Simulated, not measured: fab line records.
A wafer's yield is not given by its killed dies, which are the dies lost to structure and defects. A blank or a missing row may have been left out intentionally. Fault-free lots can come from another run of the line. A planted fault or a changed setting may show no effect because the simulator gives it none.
Split-lot study || flow n5-finfet || 39 wafers read across 7 lots, on a route 1938 steps long

## THE SPLIT
At N5_HKMG_FIN_ETCH_55 (etches SOC in N2/H2, target depth 240 nm, time 300 s), the setting time-s was moved away from the recipe's 300 s on 15 of the 39 wafers read, by -15.4% to +19.0%. The other wafers ran this setting at the recipe's value.

The split's own step is where the reading is taken.

## THE READING
SiARC_of_HKMG_FIN_COAT_42.thk-nm (the simulator's own value, which no gauge read), in nm, at N5_HKMG_FIN_ETCH_55 (etches SOC in N2/H2, target depth 240 nm, time 300 s). The file gives no usual value for it. Across the 24 wafers here that went through the recipe, the average is 21.1 nm and the standard deviation 0.37 nm.

{"wafer": "L075.1", "tool, chamber at the split": "rie-diel-03, 1", "time-s as run, s": 300, "against the recipe": "recipe", "SiARC_of_HKMG_FIN_COAT_42.thk-nm, nm": 20.8, "against lot-mates on the recipe": "-"}
{"wafer": "L075.2", "tool, chamber at the split": "rie-diel-03, 2", "time-s as run, s": 269.7, "against the recipe": "-10.1%", "SiARC_of_HKMG_FIN_COAT_42.thk-nm, nm": 22.6, "against lot-mates on the recipe": "+1.7"}
{"wafer": "L075.3", "tool, chamber at the split": "rie-diel-03, 0", "time-s as run, s": 300, "against the recipe": "recipe", "SiARC_of_HKMG_FIN_COAT_42.thk-nm, nm": 21.2, "against lot-mates on the recipe": "-"}
{"wafer": "L075.4", "tool, chamber at the split": "rie-diel-03, 3", "time-s as run, s": 269.7, "against the recipe": "-10.1%", "SiARC_of_HKMG_FIN_COAT_42.thk-nm, nm": 22.6, "against lot-mates on the recipe": "+1.7"}
{"wafer": "L075.5", "tool, chamber at the split": "rie-diel-03, 1", "time-s as run, s": 300, "against the recipe": "recipe", "SiARC_of_HKMG_FIN_COAT_42.thk-nm, nm": 20.6, "against lot-mates on the recipe": "-"}
{"wafer": "L075.6", "tool, chamber at the split": "rie-diel-03, 0", "time-s as run, s": 269.7, "against the recipe": "-10.1%", "SiARC_of_HKMG_FIN_COAT_42.thk-nm, nm": 22.4, "against lot-mates on the recipe": "+1.5"}
{"wafer": "L080.1", "tool, chamber at the split": "rie-diel-04, 1", "time-s as run, s": 300, "against the recipe": "recipe", "SiARC_of_HKMG_FIN_COAT_42.thk-nm, nm": 21.2, "against lot-mates on the recipe": "-"}
{"wafer": "L080.2", "tool, chamber at the split": "rie-diel-04, 0", "time-s as run, s": 300, "against the recipe": "recipe", "SiARC_of_HKMG_FIN_COAT_42.thk-nm, nm": 21.6, "against lot-mates on the recipe": "-"}
{"wafer": "L080.3", "tool, chamber at the split": "rie-diel-04, 2", "time-s as run, s": 300, "against the recipe": "recipe", "SiARC_of_HKMG_FIN_COAT_42.thk-nm, nm": 21.6, "against lot-mates on the recipe": "-"}
{"wafer": "L080.4", "tool, chamber at the split": "rie-diel-04, 3", "time-s as run, s": 300, "against the recipe": "recipe", "SiARC_of_HKMG_FIN_COAT_42.thk-nm, nm": 21.8, "against lot-mates on the recipe": "-"}
{"wafer": "L080.5", "tool, chamber at the split": "rie-diel-04, 1", "time-s as run, s": 300, "against the recipe": "recipe", "SiARC_of_HKMG_FIN_COAT_42.thk-nm, nm": 21.2, "against lot-mates on the recipe": "-"}
{"wafer": "L080.6", "tool, chamber at the split": "rie-diel-04, 0", "time-s as run, s": 300, "against the recipe": "recipe", "SiARC_of_HKMG_FIN_COAT_42.thk-nm, nm": 21.6, "against lot-mates on the recipe": "-"}
{"wafer": "L083.1", "tool, chamber at the split": "rie-diel-06, 2", "time-s as run, s": 341.8, "against the recipe": "+13.9%", "SiARC_of_HKMG_FIN_COAT_42.thk-nm, nm": 18.8, "against lot-mates on the recipe": -1.9}
{"wafer": "L083.2", "tool, chamber at the split": "rie-diel-06, 1", "time-s as run, s": 300, "against the recipe": "recipe", "SiARC_of_HKMG_FIN_COAT_42.thk-nm, nm": 20.8, "against lot-mates on the recipe": "-"}
{"wafer": "L083.3", "tool, chamber at the split": "rie-diel-06, 3", "time-s as run, s": 300, "against the recipe": "recipe", "SiARC_of_HKMG_FIN_COAT_42.thk-nm, nm": 20.6, "against lot-mates on the recipe": "-"}
{"wafer": "L083.4", "tool, chamber at the split": "rie-diel-06, 2", "time-s as run, s": 341.8, "against the recipe": "+13.9%", "SiARC_of_HKMG_FIN_COAT_42.thk-nm, nm": 18.8, "against lot-mates on the recipe": -1.9}
{"wafer": "L083.5", "tool, chamber at the split": "rie-diel-06, 3", "time-s as run, s": 300, "against the recipe": "recipe", "SiARC_of_HKMG_FIN_COAT_42.thk-nm, nm": 20.6, "against lot-mates on the recipe": "-"}
{"wafer": "L083.6", "tool, chamber at the split": "rie-diel-06, 1", "time-s as run, s": 341.8, "against the recipe": "+13.9%", "SiARC_of_HKMG_FIN_COAT_42.thk-nm, nm": 18.8, "against lot-mates on the recipe": -1.9}
{"wafer": "L085.1", "tool, chamber at the split": "rie-diel-03, 1", "time-s as run, s": 349.6, "against the recipe": "+16.5%", "SiARC_of_HKMG_FIN_COAT_42.thk-nm, nm": 18.6, "against lot-mates on the recipe": -2.7}
{"wafer": "L085.2", "tool, chamber at the split": "rie-diel-03, 3", "time-s as run, s": 349.6, "against the recipe": "+16.5%", "SiARC_of_HKMG_FIN_COAT_42.thk-nm, nm": 18.8, "against lot-mates on the recipe": -2.5}
{"wafer": "L085.3", "tool, chamber at the split": "rie-diel-03, 2", "time-s as run, s": 300, "against the recipe": "recipe", "SiARC_of_HKMG_FIN_COAT_42.thk-nm, nm": 21.2, "against lot-mates on the recipe": "-"}
{"wafer": "L085.4", "tool, chamber at the split": "rie-diel-03, 0", "time-s as run, s": 300, "against the recipe": "recipe", "SiARC_of_HKMG_FIN_COAT_42.thk-nm, nm": 21.2, "against lot-mates on the recipe": "-"}
{"wafer": "L085.5", "tool, chamber at the split": "rie-diel-03, 2", "time-s as run, s": 300, "against the recipe": "recipe", "SiARC_of_HKMG_FIN_COAT_42.thk-nm, nm": 21.4, "against lot-mates on the recipe": "-"}
{"wafer": "L085.6", "tool, chamber at the split": "rie-diel-03, 1", "time-s as run, s": 349.6, "against the recipe": "+16.5%", "SiARC_of_HKMG_FIN_COAT_42.thk-nm, nm": 18.6, "against lot-mates on the recipe": -2.7}
{"wafer": "L086.1", "tool, chamber at the split": "rie-diel-04, 3", "time-s as run, s": 300, "against the recipe": "recipe", "SiARC_of_HKMG_FIN_COAT_42.thk-nm, nm": 21.4, "against lot-mates on the recipe": "-"}
{"wafer": "L086.2", "tool, chamber at the split": "rie-diel-04, 1", "time-s as run, s": 357, "against the recipe": "+19.0%", "SiARC_of_HKMG_FIN_COAT_42.thk-nm, nm": 18.6, "against lot-mates on the recipe": -2.8}
{"wafer": "L086.3", "tool, chamber at the split": "rie-diel-04, 0", "time-s as run, s": 357, "against the recipe": "+19.0%", "SiARC_of_HKMG_FIN_COAT_42.thk-nm, nm": 19, "against lot-mates on the recipe": -2.4}
{"wafer": "L086.4", "tool, chamber at the split": "rie-diel-04, 1", "time-s as run, s": 300, "against the recipe": "recipe", "SiARC_of_HKMG_FIN_COAT_42.thk-nm, nm": 21.2, "against lot-mates on the recipe": "-"}
{"wafer": "L086.5", "tool, chamber at the split": "rie-diel-04, 3", "time-s as run, s": 300, "against the recipe": "recipe", "SiARC_of_HKMG_FIN_COAT_42.thk-nm, nm": 21.6, "against lot-mates on the recipe": "-"}
{"wafer": "L086.6", "tool, chamber at the split": "rie-diel-04, 0", "time-s as run, s": 357, "against the recipe": "+19.0%", "SiARC_of_HKMG_FIN_COAT_42.thk-nm, nm": 19, "against lot-mates on the recipe": -2.4}
{"wafer": "L087.1", "tool, chamber at the split": "rie-diel-03, 0", "time-s as run, s": 300, "against the recipe": "recipe", "SiARC_of_HKMG_FIN_COAT_42.thk-nm, nm": 21.2, "against lot-mates on the recipe": "-"}
{"wafer": "L087.2", "tool, chamber at the split": "rie-diel-03, 1", "time-s as run, s": 300, "against the recipe": "recipe", "SiARC_of_HKMG_FIN_COAT_42.thk-nm, nm": 21, "against lot-mates on the recipe": "-"}
{"wafer": "L087.3", "tool, chamber at the split": "rie-diel-03, 2", "time-s as run, s": 300, "against the recipe": "recipe", "SiARC_of_HKMG_FIN_COAT_42.thk-nm, nm": 21, "against lot-mates on the recipe": "-"}
{"wafer": "L091.1", "tool, chamber at the split": "rie-diel-06, 0", "time-s as run, s": 253.9, "against the recipe": "-15.4%", "SiARC_of_HKMG_FIN_COAT_42.thk-nm, nm": 23.2, "against lot-mates on the recipe": "+2.4"}
{"wafer": "L091.2", "tool, chamber at the split": "rie-diel-06, 1", "time-s as run, s": 300, "against the recipe": "recipe", "SiARC_of_HKMG_FIN_COAT_42.thk-nm, nm": 20.4, "against lot-mates on the recipe": "-"}
{"wafer": "L091.3", "tool, chamber at the split": "rie-diel-06, 2", "time-s as run, s": 300, "against the recipe": "recipe", "SiARC_of_HKMG_FIN_COAT_42.thk-nm, nm": 20.8, "against lot-mates on the recipe": "-"}
{"wafer": "L091.4", "tool, chamber at the split": "rie-diel-06, 3", "time-s as run, s": 253.9, "against the recipe": "-15.4%", "SiARC_of_HKMG_FIN_COAT_42.thk-nm, nm": 22.6, "against lot-mates on the recipe": "+1.8"}
{"wafer": "L091.5", "tool, chamber at the split": "rie-diel-06, 0", "time-s as run, s": 300, "against the recipe": "recipe", "SiARC_of_HKMG_FIN_COAT_42.thk-nm, nm": 21.2, "against lot-mates on the recipe": "-"}
{"wafer": "L091.6", "tool, chamber at the split": "rie-diel-06, 3", "time-s as run, s": 253.9, "against the recipe": "-15.4%", "SiARC_of_HKMG_FIN_COAT_42.thk-nm, nm": 22.6, "against lot-mates on the recipe": "+1.8"}

THE FIT
A straight line over all 39 wafers: SiARC_of_HKMG_FIN_COAT_42.thk-nm changes by -0.133 nm for each +1% of time-s; r = -0.96; the points scatter about the line by 0.37 nm.
The same after taking each lot's own level away (the mean of its wafers on the recipe; 39 wafers): -0.141 nm for each +1%; r = -0.99; scatter 0.23 nm.
The reading moves by 2.7 nm for the largest change in time-s, on that fit.
The lots' own levels span 20.67 to 21.50 nm, that is 2.3 times the standard deviation above.
Hence the lot-to-lot level has little effect on the slope; both slopes agree.
Check: with one of the wafers moved furthest among these (+19.0%) left out of the fit, the line predicts -2.66 nm for it against its lot-mates. Against them it came out at -2.8 nm.

## THE OTHER SPLITS THESE WAFERS WENT THROUGH
Other splits were also applied to these wafers ahead of the reading. Each is held against what the fit with the lots' levels taken away leaves over:
{"other split on the same wafers": "N5_DUMMY_GATE_EXPOSE_12 dose-mj", "wafers away from the commonest value": 18, "r with SiARC_of_HKMG_FIN_COAT_42.thk-nm (lot level and that fit taken away)": -0.15}
{"other split on the same wafers": "N5_DUMMY_GATE_ETCH_37 source-w", "wafers away from the commonest value": 12, "r with SiARC_of_HKMG_FIN_COAT_42.thk-nm (lot level and that fit taken away)": -0.06}

## THE WHOLE CHAIN: every reading that the file lists as answering this split, in the file's order
{"step": "N5_HKMG_FIN_ETCH_55", "what it does": "etches SOC in N2/H2, target depth 240 nm, time 300 s", "reading": "HKMG_FIN.feature-depth-nm (the simulator's own value, which no gauge read)", "change (the file's fit)": "+2.4 nm for each +1% of the setting", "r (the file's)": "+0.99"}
{"step": "N5_HKMG_FIN_ETCH_55", "what it does": "etches SOC in N2/H2, target depth 240 nm, time 300 s", "reading": "etch.depth-nm (the simulator's own value, which no gauge read)", "change (the file's fit)": "+2.4 nm for each +1% of the setting", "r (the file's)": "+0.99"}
{"step": "N5_HKMG_FIN_ETCH_55", "what it does": "etches SOC in N2/H2, target depth 240 nm, time 300 s", "reading": "SiARC_of_HKMG_FIN_COAT_42.thk-nm (the simulator's own value, which no gauge read)", "change (the file's fit)": "-0.141 nm for each +1% of the setting", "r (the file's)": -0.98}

## THE FILE'S OWN FIT
SiARC_of_HKMG_FIN_COAT_42.thk-nm changes by -0.141 nm for each +1% of time-s, r = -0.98.
